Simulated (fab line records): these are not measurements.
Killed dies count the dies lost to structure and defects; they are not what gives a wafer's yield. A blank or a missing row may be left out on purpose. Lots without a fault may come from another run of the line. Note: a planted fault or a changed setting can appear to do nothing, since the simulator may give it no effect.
fab line records / flow n5_finfet / part 2 of 2: steps 19 to 32 of 32
record: lots: 5 wafers: 15 last_day: 19
route steps=1938 shown SD_EPI_N@272 SD_EPI_P@295
lots that met no fault: from a run of the same line without faults
start_h: hours from the record's opening day to when the first of the lot's shown wafers began / wait_h: hours since the lot's step before / " same as the row above / L1.1+2: one row covering several wafers at once / - no value, or no start given / * or withheld: withheld / < > ~ a bound
route shown NAME@n: NAME is a module with steps in the file, n the number in the route of the first one / usual: mean/standard deviation of fault-free wafers / same: alike in all rows / chamber/n: place in a boat / sites: the reading at each site / _std_site: the standard deviation of these / _edge_site: inner sites' mean taken away from outer sites' mean / radius_mm: for every site, how far away it sits from the centre of the wafer / mask NAME#n: copy n / behind: the most recent tool/chamber to have shaped the wafer / hold: the reason the lot was held/the length of the hold in hours/how it ended / device: which transistor (n, p or np) failed to switch / end of line: the tests these same wafers got at the end of their route / step lacking rows: just its recipe / killed: at the first sort, the dies lost to defects and structure; wafer yield is something else / map: dies across one wafer; x = killed, . = not, _ = none there
set.NAME: the run value of the setting; set.NAME@STEP: its run value at that earlier step / model.NAME: the simulator's own value behind a step, which no gauge read
lots at selected steps of the route; one table per step, one row per wafer
services: the hour from which a tool's chamber was out of use, counted from the record's first day as start_h (under 0 if before that day), plus the number of hours and why
== steps ==
step: N5_SD_EPI_N_PRECLEAN_24
recipe: chemistry: O3/DIW time_s: 60 temp_c: 22 o3_ppm: 10
usual: o3_ppm: 10.00/0.1
lot.wafer=L075.1 tool=wet_bench-02 chamber=1 start_h=60.17 wait_h=0.1 o3_ppm=9.99
lot.wafer=L075.3 tool=wet_bench-02 chamber=0 start_h=60.17 wait_h=0.1 o3_ppm=9.91
lot.wafer=L075.5 tool=wet_bench-02 chamber=4 start_h=60.17 wait_h=0.1 o3_ppm=9.99
lot.wafer=L079.1 tool=wet_bench-06 chamber=2 start_h=86.30 wait_h=0.0 o3_ppm=10.01
lot.wafer=L079.4 tool=wet_bench-06 chamber=6 start_h=86.30 wait_h=0.0 o3_ppm=10.02
lot.wafer=L079.6 tool=wet_bench-06 chamber=3 start_h=86.30 wait_h=0.0 o3_ppm=9.94
lot.wafer=L086.2 tool=wet_bench-06 chamber=5 start_h=131.13 wait_h=0.0 o3_ppm=10.10
lot.wafer=L086.4 tool=wet_bench-06 chamber=7 start_h=131.13 wait_h=0.0 o3_ppm=10.16
lot.wafer=L086.6 tool=wet_bench-06 chamber=4 start_h=131.13 wait_h=0.0 o3_ppm=10.14
lot.wafer=L090.1 tool=wet_bench-02 chamber=3 start_h=147.92 wait_h=0.0 o3_ppm=9.83
lot.wafer=L090.2 tool=wet_bench-02 chamber=1 start_h=147.92 wait_h=0.0 o3_ppm=10.08
lot.wafer=L090.5 tool=wet_bench-02 chamber=0 start_h=147.92 wait_h=0.0 o3_ppm=10.06
lot.wafer=L097.1 tool=wet_bench-04 chamber=5 start_h=194.08 wait_h=0.0 o3_ppm=10.02
lot.wafer=L097.2 tool=wet_bench-04 chamber=6 start_h=194.08 wait_h=0.0 o3_ppm=10.01
lot.wafer=L097.6 tool=wet_bench-04 chamber=0 start_h=194.08 wait_h=0.0 o3_ppm=9.92
step: N5_SD_EPI_N_SRD_25
recipe: time_s: 30 temp_c: 23 rinse_liquid: diw dry: ipa_marangoni
lot.wafer=L075.1+3+5 tool=wet_bench-02 chamber=1,0,4 start_h=60.19 wait_h=0.0
lot.wafer=L079.1+4+6 tool=wet_bench-06 chamber=2,6,3 start_h=86.32 wait_h=0.0
lot.wafer=L086.2+4+6 tool=wet_bench-06 chamber=5,7,4 start_h=131.15 wait_h=0.0
lot.wafer=L090.1+2+5 tool=wet_bench-02 chamber=3,1,0 start_h=147.94 wait_h=0.0
lot.wafer=L097.1+2+6 tool=wet_bench-04 chamber=5,6,0 start_h=194.10 wait_h=0.0
step: N5_SD_EPI_N_PRECLEAN_49
recipe: chemistry: NF3:NH3 afs_cycles: 1 temp_c: 30 time_s: 20 sublimation_temp_c: 180 sublimation_time_s: 60 pressure_torr: 3 rf_power_w: 30
lot.wafer=L075.1+3+5 tool=remote_plasma-01 chamber=1 start_h=60.24 wait_h=0.0
lot.wafer=L079.1+4+6 tool=remote_plasma-02 chamber=1 start_h=86.37 wait_h=0.0
lot.wafer=L086.2+4+6 tool=remote_plasma-01 chamber=1 start_h=131.23 wait_h=0.1
lot.wafer=L090.1+2+5 tool=remote_plasma-02 chamber=1 start_h=147.99 wait_h=0.0
lot.wafer=L097.1+2+6 tool=remote_plasma-02 chamber=0 start_h=194.15 wait_h=0.0
step: N5_SD_EPI_N_LINER_46
recipe: material: SiNx target_thk_a: 30 temp_c: 400 ald_precursor_family: SiH2I2 ald_co_reactant: N2/H2-plasma pressure_torr: 2
usual: heater_power_w: 837/85
lot.wafer=L075.1 tool=ald_sin-03 chamber=3 start_h=60.52 wait_h=0.3 heater_power_w=735
lot.wafer=L075.3 tool=ald_sin-03 chamber=1 start_h=60.52 wait_h=0.3 heater_power_w=798
lot.wafer=L075.5 tool=ald_sin-03 chamber=3 start_h=60.52 wait_h=0.3 heater_power_w=725
lot.wafer=L079.1 tool=ald_sin-03 chamber=1 start_h=86.57 wait_h=0.2 heater_power_w=798
lot.wafer=L079.4 tool=ald_sin-03 chamber=3 start_h=86.57 wait_h=0.2 heater_power_w=730
lot.wafer=L079.6 tool=ald_sin-03 chamber=0 start_h=86.57 wait_h=0.2 heater_power_w=895
lot.wafer=L086.2 tool=ald_sin-02 chamber=0 start_h=131.48 wait_h=0.2 heater_power_w=793
lot.wafer=L086.4 tool=ald_sin-02 chamber=2 start_h=131.48 wait_h=0.2 heater_power_w=861
lot.wafer=L086.6 tool=ald_sin-02 chamber=3 start_h=131.48 wait_h=0.2 heater_power_w=812
lot.wafer=L090.1 tool=ald_sin-02 chamber=2 start_h=148.43 wait_h=0.4 heater_power_w=869
lot.wafer=L090.2 tool=ald_sin-02 chamber=0 start_h=148.43 wait_h=0.4 heater_power_w=794
lot.wafer=L090.5 tool=ald_sin-02 chamber=2 start_h=148.43 wait_h=0.4 heater_power_w=892
lot.wafer=L097.1 tool=ald_sin-02 chamber=0 start_h=194.35 wait_h=0.2 heater_power_w=811
lot.wafer=L097.2 tool=ald_sin-02 chamber=1 start_h=194.35 wait_h=0.2 heater_power_w=723
lot.wafer=L097.6 tool=ald_sin-02 chamber=3 start_h=194.35 wait_h=0.2 heater_power_w=812
step: N5_SD_EPI_N_INSPECT_26
recipe: inspect_instrument: darkfield mode: post_epi
usual: raw_defect_count: 213/40
lot.wafer=L075.1 tool=defect_inspect-02 chamber=- start_h=60.77 wait_h=0.1 raw_defect_count=176
lot.wafer=L075.3 tool=defect_inspect-02 chamber=- start_h=60.77 wait_h=0.1 raw_defect_count=182
lot.wafer=L075.5 tool=defect_inspect-02 chamber=- start_h=60.77 wait_h=0.1 raw_defect_count=144
lot.wafer=L079.1 tool=defect_inspect-02 chamber=- start_h=86.82 wait_h=0.1 raw_defect_count=197
lot.wafer=L079.4 tool=defect_inspect-02 chamber=- start_h=86.82 wait_h=0.1 raw_defect_count=161
lot.wafer=L079.6 tool=defect_inspect-02 chamber=- start_h=86.82 wait_h=0.1 raw_defect_count=219
lot.wafer=L086.2 tool=defect_inspect-02 chamber=- start_h=131.73 wait_h=0.1 raw_defect_count=216
lot.wafer=L086.4 tool=defect_inspect-02 chamber=- start_h=131.73 wait_h=0.1 raw_defect_count=247
lot.wafer=L086.6 tool=defect_inspect-02 chamber=- start_h=131.73 wait_h=0.1 raw_defect_count=183
lot.wafer=L090.1 tool=defect_inspect-02 chamber=- start_h=148.67 wait_h=0.1 raw_defect_count=243
lot.wafer=L090.2 tool=defect_inspect-02 chamber=- start_h=148.67 wait_h=0.1 raw_defect_count=170
lot.wafer=L090.5 tool=defect_inspect-02 chamber=- start_h=148.67 wait_h=0.1 raw_defect_count=238
lot.wafer=L097.1 tool=defect_inspect-01 chamber=- start_h=194.60 wait_h=0.1 raw_defect_count=118
lot.wafer=L097.2 tool=defect_inspect-01 chamber=- start_h=194.60 wait_h=0.1 raw_defect_count=135
lot.wafer=L097.6 tool=defect_inspect-01 chamber=- start_h=194.60 wait_h=0.1 raw_defect_count=146
step: N5_SD_EPI_P_COAT_34
recipe: resist: SOC temp_c: 250 time_s: 60 spin_rpm: 1500 resist_thk_nm: 350
usual: spin_speed_rpm: 1500.1/1
lot.wafer=L075.1 tool=litho_track-01 chamber=0 start_h=60.80 wait_h=0.0 spin_speed_rpm=1500.0
lot.wafer=L075.3 tool=litho_track-01 chamber=0 start_h=60.80 wait_h=0.0 spin_speed_rpm=1498.7
lot.wafer=L075.5 tool=litho_track-01 chamber=0 start_h=60.80 wait_h=0.0 spin_speed_rpm=1499.9
lot.wafer=L079.1 tool=litho_track-03 chamber=0 start_h=86.85 wait_h=0.0 spin_speed_rpm=1499.9
lot.wafer=L079.4 tool=litho_track-03 chamber=0 start_h=86.85 wait_h=0.0 spin_speed_rpm=1501.6
lot.wafer=L079.6 tool=litho_track-03 chamber=0 start_h=86.85 wait_h=0.0 spin_speed_rpm=1501.6
lot.wafer=L086.2 tool=litho_track-04 chamber=0 start_h=131.76 wait_h=0.0 spin_speed_rpm=1498.7
lot.wafer=L086.4 tool=litho_track-04 chamber=0 start_h=131.76 wait_h=0.0 spin_speed_rpm=1499.7
lot.wafer=L086.6 tool=litho_track-04 chamber=0 start_h=131.76 wait_h=0.0 spin_speed_rpm=1501.1
lot.wafer=L090.1 tool=litho_track-01 chamber=0 start_h=148.71 wait_h=0.0 spin_speed_rpm=1501.1
lot.wafer=L090.2 tool=litho_track-01 chamber=0 start_h=148.71 wait_h=0.0 spin_speed_rpm=1500.3
lot.wafer=L090.5 tool=litho_track-01 chamber=0 start_h=148.71 wait_h=0.0 spin_speed_rpm=1500.9
lot.wafer=L097.1 tool=litho_track-01 chamber=0 start_h=194.63 wait_h=0.0 spin_speed_rpm=1500.2
lot.wafer=L097.2 tool=litho_track-01 chamber=0 start_h=194.63 wait_h=0.0 spin_speed_rpm=1498.8
lot.wafer=L097.6 tool=litho_track-01 chamber=0 start_h=194.63 wait_h=0.0 spin_speed_rpm=1499.3
step: N5_SD_EPI_P_COAT_35
recipe: resist: SiARC temp_c: 220 time_s: 60 spin_rpm: 1500 resist_thk_nm: 35
usual: spin_speed_rpm: 1500.1/0.85
lot.wafer=L075.1 tool=litho_track-01 chamber=0 start_h=- wait_h=- spin_speed_rpm=1498.9
lot.wafer=L075.3 tool=litho_track-01 chamber=0 start_h=- wait_h=- spin_speed_rpm=1499.0
lot.wafer=L075.5 tool=litho_track-01 chamber=0 start_h=- wait_h=- spin_speed_rpm=1499.0
lot.wafer=L079.1 tool=litho_track-03 chamber=0 start_h=- wait_h=- spin_speed_rpm=1500.1
lot.wafer=L079.4 tool=litho_track-03 chamber=0 start_h=- wait_h=- spin_speed_rpm=1500.8
lot.wafer=L079.6 tool=litho_track-03 chamber=0 start_h=- wait_h=- spin_speed_rpm=1500.2
lot.wafer=L086.2 tool=litho_track-04 chamber=0 start_h=- wait_h=- spin_speed_rpm=1499.2
lot.wafer=L086.4 tool=litho_track-04 chamber=0 start_h=- wait_h=- spin_speed_rpm=1502.4
lot.wafer=L086.6 tool=litho_track-04 chamber=0 start_h=- wait_h=- spin_speed_rpm=1500.3
lot.wafer=L090.1 tool=litho_track-01 chamber=0 start_h=- wait_h=- spin_speed_rpm=1500.7
lot.wafer=L090.2 tool=litho_track-01 chamber=0 start_h=- wait_h=- spin_speed_rpm=1499.4
lot.wafer=L090.5 tool=litho_track-01 chamber=0 start_h=- wait_h=- spin_speed_rpm=1499.4
lot.wafer=L097.1 tool=litho_track-01 chamber=0 start_h=- wait_h=- spin_speed_rpm=1501.3
lot.wafer=L097.2 tool=litho_track-01 chamber=0 start_h=- wait_h=- spin_speed_rpm=1501.0
lot.wafer=L097.6 tool=litho_track-01 chamber=0 start_h=- wait_h=- spin_speed_rpm=1499.5
step: N5_SD_EPI_P_COAT_03
recipe: resist: CAR-ArF-block spin_rpm: 1500 resist_thk_nm: 150
usual: spin_speed_rpm: 1499.9/1
lot.wafer=L075.1 tool=litho_track-01 chamber=0 start_h=- wait_h=- spin_speed_rpm=1499.2
lot.wafer=L075.3 tool=litho_track-01 chamber=0 start_h=- wait_h=- spin_speed_rpm=1499.1
lot.wafer=L075.5 tool=litho_track-01 chamber=0 start_h=- wait_h=- spin_speed_rpm=1498.6
lot.wafer=L079.1 tool=litho_track-03 chamber=0 start_h=- wait_h=- spin_speed_rpm=1498.7
lot.wafer=L079.4 tool=litho_track-03 chamber=0 start_h=- wait_h=- spin_speed_rpm=1499.6
lot.wafer=L079.6 tool=litho_track-03 chamber=0 start_h=- wait_h=- spin_speed_rpm=1498.3
lot.wafer=L086.2 tool=litho_track-04 chamber=0 start_h=- wait_h=- spin_speed_rpm=1498.7
lot.wafer=L086.4 tool=litho_track-04 chamber=0 start_h=- wait_h=- spin_speed_rpm=1500.7
lot.wafer=L086.6 tool=litho_track-04 chamber=0 start_h=- wait_h=- spin_speed_rpm=1500.1
lot.wafer=L090.1 tool=litho_track-01 chamber=0 start_h=- wait_h=- spin_speed_rpm=1499.2
lot.wafer=L090.2 tool=litho_track-01 chamber=0 start_h=- wait_h=- spin_speed_rpm=1500.6
lot.wafer=L090.5 tool=litho_track-01 chamber=0 start_h=- wait_h=- spin_speed_rpm=1500.3
lot.wafer=L097.1 tool=litho_track-01 chamber=0 start_h=- wait_h=- spin_speed_rpm=1499.6
lot.wafer=L097.2 tool=litho_track-01 chamber=0 start_h=- wait_h=- spin_speed_rpm=1499.9
lot.wafer=L097.6 tool=litho_track-01 chamber=0 start_h=- wait_h=- spin_speed_rpm=1500.5
step: N5_SD_EPI_P_EBR_05
recipe: solvent: PGMEA ebr_width_mm: 1.5
lot.wafer=L075.1+3+5 tool=litho_track-01 chamber=0 start_h=- wait_h=-
lot.wafer=L079.1+4+6 tool=litho_track-03 chamber=0 start_h=- wait_h=-
lot.wafer=L086.2+4+6 tool=litho_track-04 chamber=0 start_h=- wait_h=-
lot.wafer=L090.1+2+5 tool=litho_track-01 chamber=0 start_h=- wait_h=-
lot.wafer=L097.1+2+6 tool=litho_track-01 chamber=0 start_h=- wait_h=-
step: N5_SD_EPI_P_SOFTBAKE_04
recipe: temp_c: 110 time_s: 60 resist: CAR-ArF-block
lot.wafer=L075.1+3+5 tool=litho_track-01 chamber=0 start_h=- wait_h=-
lot.wafer=L079.1+4+6 tool=litho_track-03 chamber=0 start_h=- wait_h=-
lot.wafer=L086.2+4+6 tool=litho_track-04 chamber=0 start_h=- wait_h=-
lot.wafer=L090.1+2+5 tool=litho_track-01 chamber=0 start_h=- wait_h=-
lot.wafer=L097.1+2+6 tool=litho_track-01 chamber=0 start_h=- wait_h=-
step: N5_SD_EPI_P_EXPOSE_06
recipe: mask_id: SD_P_BLK na: 1.35 source_shape: conventional sigma_outer: 0.8 polarization: unpolarized target_cd_nm: 240 dose_mj: 39.5
usual: reticle_temp_C: 23.01/0.09
lot.wafer=L075.1 tool=arfi_scanner-03 chamber=0 start_h=61.05 wait_h=- mask=SD_P_BLK#0 reticle_temp_C=22.91
lot.wafer=L075.3 tool=arfi_scanner-03 chamber=0 start_h=61.05 wait_h=- mask=SD_P_BLK#0 reticle_temp_C=23.11
lot.wafer=L075.5 tool=arfi_scanner-03 chamber=0 start_h=61.05 wait_h=- mask=SD_P_BLK#0 reticle_temp_C=23.04
lot.wafer=L079.1 tool=arfi_scanner-01 chamber=0 start_h=86.97 wait_h=- mask=SD_P_BLK#0 reticle_temp_C=23.08
lot.wafer=L079.4 tool=arfi_scanner-01 chamber=0 start_h=86.97 wait_h=- mask=SD_P_BLK#0 reticle_temp_C=22.88
lot.wafer=L079.6 tool=arfi_scanner-01 chamber=0 start_h=86.97 wait_h=- mask=SD_P_BLK#0 reticle_temp_C=22.99
lot.wafer=L086.2 tool=arfi_scanner-02 chamber=0 start_h=132.01 wait_h=- mask=SD_P_BLK#0 reticle_temp_C=23.14
lot.wafer=L086.4 tool=arfi_scanner-02 chamber=0 start_h=132.01 wait_h=- mask=SD_P_BLK#0 reticle_temp_C=23.07
lot.wafer=L086.6 tool=arfi_scanner-02 chamber=0 start_h=132.01 wait_h=- mask=SD_P_BLK#0 reticle_temp_C=22.97
lot.wafer=L090.1 tool=arfi_scanner-02 chamber=0 start_h=148.95 wait_h=- mask=SD_P_BLK#0 reticle_temp_C=22.87
lot.wafer=L090.2 tool=arfi_scanner-02 chamber=0 start_h=148.95 wait_h=- mask=SD_P_BLK#0 reticle_temp_C=22.92
lot.wafer=L090.5 tool=arfi_scanner-02 chamber=0 start_h=148.95 wait_h=- mask=SD_P_BLK#0 reticle_temp_C=23.10
lot.wafer=L097.1 tool=arfi_scanner-02 chamber=0 start_h=194.87 wait_h=- mask=SD_P_BLK#0 reticle_temp_C=23.05
lot.wafer=L097.2 tool=arfi_scanner-02 chamber=0 start_h=194.87 wait_h=- mask=SD_P_BLK#0 reticle_temp_C=22.99
lot.wafer=L097.6 tool=arfi_scanner-02 chamber=0 start_h=194.87 wait_h=- mask=SD_P_BLK#0 reticle_temp_C=23.14
step: N5_SD_EPI_P_PEB_07
recipe: peb_temp_c: 110 peb_time_s: 60 resist: CAR-ArF-block
lot.wafer=L075.1+3+5 tool=litho_track-04 chamber=0 start_h=61.10 wait_h=0.1
lot.wafer=L079.1+4+6 tool=litho_track-01 chamber=0 start_h=87.02 wait_h=0.1
lot.wafer=L086.2+4+6 tool=litho_track-03 chamber=0 start_h=132.06 wait_h=0.0
lot.wafer=L090.1+2+5 tool=litho_track-01 chamber=0 start_h=149.01 wait_h=0.1
lot.wafer=L097.1+2+6 tool=litho_track-01 chamber=0 start_h=194.93 wait_h=0.1
step: N5_SD_EPI_P_DEVELOP_08
recipe: develop_time_s: 30 developer: TMAH resist: CAR-ArF-block dev_temp_c: 23 rinse_liquid: diw dry: air_spin
lot.wafer=L075.1+3+5 tool=litho_track-04 chamber=0 start_h=- wait_h=-
lot.wafer=L079.1+4+6 tool=litho_track-01 chamber=0 start_h=- wait_h=-
lot.wafer=L086.2+4+6 tool=litho_track-03 chamber=0 start_h=- wait_h=-
lot.wafer=L090.1+2+5 tool=litho_track-01 chamber=0 start_h=- wait_h=-
lot.wafer=L097.1+2+6 tool=litho_track-01 chamber=0 start_h=- wait_h=-
step: N5_SD_EPI_P_CD_MEAS_09
recipe: target_cd_nm: 240 landing_energy_ev: 500 detector: se_inlens
usual: cd_nm: 239.7/0.8
same: landing_energy_ev: 500
lot.wafer=L075.1 tool=cd_sem-03 chamber=0 start_h=61.17 wait_h=- cd_nm=240.5
lot.wafer=L075.3 tool=cd_sem-03 chamber=0 start_h=61.17 wait_h=- cd_nm=240.6
lot.wafer=L075.5 tool=cd_sem-03 chamber=0 start_h=61.17 wait_h=- cd_nm=240.6
lot.wafer=L079.1 tool=cd_sem-01 chamber=0 start_h=87.09 wait_h=- cd_nm=239.1
lot.wafer=L079.4 tool=cd_sem-01 chamber=0 start_h=87.09 wait_h=- cd_nm=238.9
lot.wafer=L079.6 tool=cd_sem-01 chamber=0 start_h=87.09 wait_h=- cd_nm=239.9
lot.wafer=L086.2 tool=cd_sem-01 chamber=0 start_h=132.13 wait_h=- cd_nm=239.1
lot.wafer=L086.4 tool=cd_sem-01 chamber=0 start_h=132.13 wait_h=- cd_nm=238.2
lot.wafer=L086.6 tool=cd_sem-01 chamber=0 start_h=132.13 wait_h=- cd_nm=239.6
lot.wafer=L090.1 tool=cd_sem-01 chamber=0 start_h=149.08 wait_h=- cd_nm=239.0
lot.wafer=L090.2 tool=cd_sem-01 chamber=0 start_h=149.08 wait_h=- cd_nm=238.3
lot.wafer=L090.5 tool=cd_sem-01 chamber=0 start_h=149.08 wait_h=- cd_nm=239.6
lot.wafer=L097.1 tool=cd_sem-03 chamber=0 start_h=195.00 wait_h=- cd_nm=238.4
lot.wafer=L097.2 tool=cd_sem-03 chamber=0 start_h=195.00 wait_h=- cd_nm=239.5
lot.wafer=L097.6 tool=cd_sem-03 chamber=0 start_h=195.00 wait_h=- cd_nm=240.4
== services ==
tool=ald_sin-02 chamber=3 start_h=59.29 hours=8.1 kind=repair
tool=arfi_scanner-02 chamber=- start_h=60.74 hours=2.5 kind=repair
tool=arfi_scanner-02 chamber=- start_h=64.22 hours=1.3 kind=pm
tool=remote_plasma-02 chamber=- start_h=71.73 hours=0.3 kind=repair
tool=rie_diel-01 chamber=2 start_h=84.59 hours=4.7 kind=repair
tool=ald_sin-02 chamber=- start_h=85.84 hours=14.0 kind=pm
tool=rie_si-01 chamber=3 start_h=91.94 hours=6.1 kind=repair
tool=rie_diel-02 chamber=0 start_h=92.12 hours=4.1 kind=repair
tool=arfi_scanner-02 chamber=- start_h=97.32 hours=1.0 kind=pm
tool=epi_rpcvd-02 chamber=- start_h=97.88 hours=6.0 kind=pm
tool=arfi_scanner-02 chamber=- start_h=100.76 hours=0.8 kind=pm
tool=arfi_scanner-02 chamber=- start_h=103.01 hours=4.5 kind=repair
tool=arfi_scanner-02 chamber=- start_h=109.44 hours=3.9 kind=pm
tool=arfi_scanner-02 chamber=- start_h=114.53 hours=0.2 kind=repair
tool=arfi_scanner-02 chamber=- start_h=115.28 hours=4.9 kind=pm
tool=arfi_scanner-02 chamber=- start_h=120.76 hours=2.9 kind=repair
tool=epi_rpcvd-04 chamber=- start_h=131.06 hours=8.1 kind=pm
tool=remote_plasma-02 chamber=- start_h=147.04 hours=0.3 kind=repair
tool=ald_sin-02 chamber=- start_h=150.28 hours=6.0 kind=pm
tool=rie_diel-02 chamber=2 start_h=173.19 hours=5.9 kind=repair
tool=ald_sin-02 chamber=2 start_h=176.22 hours=2.9 kind=repair
tool=rie_si-01 chamber=1 start_h=178.58 hours=13.7 kind=repair
tool=rie_diel-02 chamber=- start_h=182.74 hours=0.5 kind=repair
tool=rie_diel-02 chamber=2 start_h=192.53 hours=6.0 kind=repair
